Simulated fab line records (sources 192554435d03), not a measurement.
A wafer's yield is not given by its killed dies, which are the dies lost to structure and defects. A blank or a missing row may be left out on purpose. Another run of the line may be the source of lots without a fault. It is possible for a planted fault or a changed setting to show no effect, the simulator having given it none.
fab line records	flow n5-finfet
record: lots: 6	wafers: 18	last-day: 17
route steps=1938 shown DUMMY_GATE@217
lots that met no fault: from a run of the same line without faults
start-h: start of the lot's first displayed wafer, in hours after the record's first day	wait-h: hours from the lot's prior step to this one	" identical to the entry in the row above	L1.1+2: a single row standing in for several wafers	- either no value or no given start	* or withheld: withheld	< > ~ a bound
route shown NAME@n: names a module that has steps shown in the file, with the first one's number in the route	usual: mean/standard deviation of fault-free wafers	same: alike in all rows	chamber/n: place in a boat	sites: per-site readings	_std_site: standard deviation across them	_edge_site: inner sites' mean taken away from outer sites' mean	radius-mm: for every site, how far away it sits from the centre of the wafer	mask NAME#n: copy n	behind: tool/chamber where the wafer was last shaped	hold: why the lot went on hold/how many hours it stayed there/how the hold came to an end	device: which transistor (n, p or np) failed to switch	end of line: the same wafers' tests at the end of the route	where a step has no rows: the recipe by itself	killed: dies lost to structure and defects at the first sort, not the wafer's yield	map: a wafer's dies, x killed, . not, _ none there
set.NAME: the setting the step ran with; set.NAME@STEP: the setting that earlier step ran with	model.NAME: the simulator's own value behind a step, which no gauge read
lots at selected steps of the route; one table per step, one row per wafer
services: the hour from which a tool's chamber was out of use, counted from the record's first day as start-h (under 0 if before that day), plus the number of hours and why
== steps ==
step: N5_DUMMY_GATE_SRD_47
recipe: dry-time-s: 32	dry: n2-spin	spin-rpm: 1500
step: N5_DUMMY_GATE_CMP_04
recipe: material: a-Si	post-cmp-clean: alkaline-brush
usual: motor-current-A: 9.8/1.2	retaining-ring-pressure-frac: 1.000/0.0045	time-to-endpoint-s: 13.6/2.1
lot.wafer	tool	chamber	start-h	wait-h	motor-current-A	retaining-ring-pressure-frac	time-to-endpoint-s
L873.3	cmp-03	1	54.69	0.1	10.4	1.008	14.6
L873.6	"	2	"	"	10.4	0.994	14.4
L873.5	"	3	"	"	8.0	1.000	16.6
L875.4	cmp-03	1	66.55	0.0	10.2	1.009	13.1
L875.2	"	3	"	"	8.1	1.007	13.6
L875.6	"	2	"	"	10.7	0.994	12.0
L876.2	cmp-03	0	73.35	0.1	9.0	1.004	9.9
L876.1	"	1	"	"	9.9	1.004	15.9
L876.5	"	2	"	"	10.3	0.999	13.4
L891.2	cmp-03	0	163.26	0.0	9.4	1.003	11.5
L891.4	"	1	"	"	10.2	1.002	15.9
L891.1	"	3	"	"	8.0	0.994	14.0
L892.1	cmp-03	2	166.50	0.0	10.4	1.002	11.5
L892.4	"	3	"	"	7.7	1.000	13.0
L892.2	"	0	"	"	9.0	0.996	10.1
L894.2	cmp-03	2	178.49	0.0	10.3	0.998	12.4
L894.1	"	3	"	"	7.9	0.996	12.6
L894.6	"	2	"	"	10.4	1.003	12.0
step: N5_DUMMY_GATE_THK_MEAS_05
usual: thk-nm: 71.9/1.1
lot.wafer	tool	chamber	start-h	wait-h	thk-nm
L873.3	film-metro-02	-	54.84	0.1	72.9
L873.5	"	-	"	"	72.7
L873.6	"	-	"	"	71.6
L875.2	film-metro-01	-	66.79	0.1	72.7
L875.4	"	-	"	"	73.6
L875.6	"	-	"	"	71.6
L876.1	film-metro-02	-	73.53	0.1	73.4
L876.2	"	-	"	"	72.7
L876.5	"	-	"	"	73.6
L891.1	film-metro-02	-	163.50	0.1	72.1
L891.2	"	-	"	"	70.4
L891.4	"	-	"	"	71.9
L892.1	film-metro-02	-	166.74	0.2	71.2
L892.2	"	-	"	"	70.4
L892.4	"	-	"	"	71.9
L894.1	film-metro-02	-	178.73	0.2	70.8
L894.2	"	-	"	"	70.8
L894.6	"	-	"	"	71.3
step: N5_DUMMY_GATE_HM_DEP_06
recipe: material: SiNx	target-thk-a: 800	precursor: DCS/NH3	temp-c: 700	pressure-mtorr: 300	time-s: 5141
step: N5_DUMMY_GATE_PECVD_30
recipe: material: SiO2	target-thk-a: 550	temp-c: 400	precursor: TEOS/O2	pressure-torr: 6.5	rf-w: withheld	teos-flow-sccm: withheld	gas: O2	flow-sccm: 2650	time-s: 10.8
step: N5_DUMMY_GATE_COAT_34
recipe: resist: SOC	temp-c: 250	time-s: 60	spin-rpm: 1500	resist-thk-nm: 60
step: N5_DUMMY_GATE_COAT_35
recipe: resist: SiARC	temp-c: 220	time-s: 60	spin-rpm: 1500	resist-thk-nm: 10
step: N5_DUMMY_GATE_COAT_28
recipe: resist: underlayer	temp-c: 205	time-s: 60	spin-rpm: 1500	resist-thk-nm: 10
step: N5_DUMMY_GATE_COAT_09
recipe: resist: CAR-EUV	spin-rpm: 1500	resist-thk-nm: 30
step: N5_DUMMY_GATE_EBR_11
recipe: solvent: PGMEA	ebr-width-mm: 1.5
step: N5_DUMMY_GATE_SOFTBAKE_10
recipe: temp-c: 110	time-s: 60	resist: CAR-EUV
step: N5_DUMMY_GATE_EXPOSE_12
recipe: mask-id: GATE	na: 0.33	source-shape: annular	sigma-inner: 0.2	sigma-outer: 0.6	polarization: unpolarized	target-cd-nm: 25	dose-mj: 34
step: N5_DUMMY_GATE_PEB_13
recipe: peb-temp-c: 100	peb-time-s: 60	resist: CAR-EUV
usual: chill-plate-temp-C: 23.03/0.094	exhaust-pa: 45.1/0.93
lot.wafer	tool	chamber	start-h	wait-h	chill-plate-temp-C	exhaust-pa
L873.3	litho-track-02	0	59.07	0.0	22.99	44.0
L873.5	"	0	"	"	23.08	42.8
L873.6	"	0	"	"	23.14	44.6
L875.2	litho-track-02	-	71.02	0.0	-	-
L875.4	"	-	"	"	-	-
L875.6	"	-	"	"	-	-
L876.1	litho-track-02	-	77.75	0.1	-	-
L876.2	"	-	"	"	-	-
L876.5	"	-	"	"	-	-
L891.1	litho-track-02	0	167.74	0.1	23.01	46.3
L891.2	"	0	"	"	23.07	45.7
L891.4	"	0	"	"	23.07	46.7
L892.1	litho-track-05	0	171.12	0.1	23.08	44.1
L892.2	"	0	"	"	22.86	44.2
L892.4	"	0	"	"	23.02	43.6
L894.1	litho-track-05	0	182.97	0.1	23.08	45.2
L894.2	"	0	"	"	23.03	45.7
L894.6	"	0	"	"	23.02	45.2
step: N5_DUMMY_GATE_DEVELOP_14
recipe: develop-time-s: 30	developer: TMAH	resist: CAR-EUV	rinse-liquid: surfactant-rinse	dry: air-spin	dev-temp-c: 23
== services ==
tool	chamber	start-h	hours	kind
cmp-03	-	34.09	4.0	pm
cmp-03	-	38.09	-	consumable-replace:conditioner
cmp-03	-	38.09	-	consumable-replace:pad
cmp-03	-	47.89	1.2	repair
cmp-03	-	55.53	0.8	repair
cmp-03	-	154.68	3.6	repair
== key ==
first-sign: step: N5_DUMMY_GATE_PEB_13	reading: tool-record	direction: missing
effect none on later readings
met-at N5_DUMMY_GATE_PEB_13
struck-wafers L875.2,L875.4,L875.6,L876.1,L876.2,L876.5
later-rows-left-out L875.2,L875.4,L875.6,L876.1,L876.2,L876.5
sort-left-out L875.2,L875.4,L875.6,L876.1,L876.2,L876.5
onset-between 59.07 71.02
fault: kind: skipped-step-whole	tool: litho-track-02	chamber: -	onset-h: 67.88	steps: N5_DUMMY_GATE_PEB_13	scope: struck-lots-only
sort-left-out: the simulated sort isn't trusted on such a fault, so these wafers' sort isn't shown, and their yield isn't known
later-rows-left-out: the simulator's readings of these wafers behind a module that went badly wrong aren't trusted and aren't shown, but for the sort
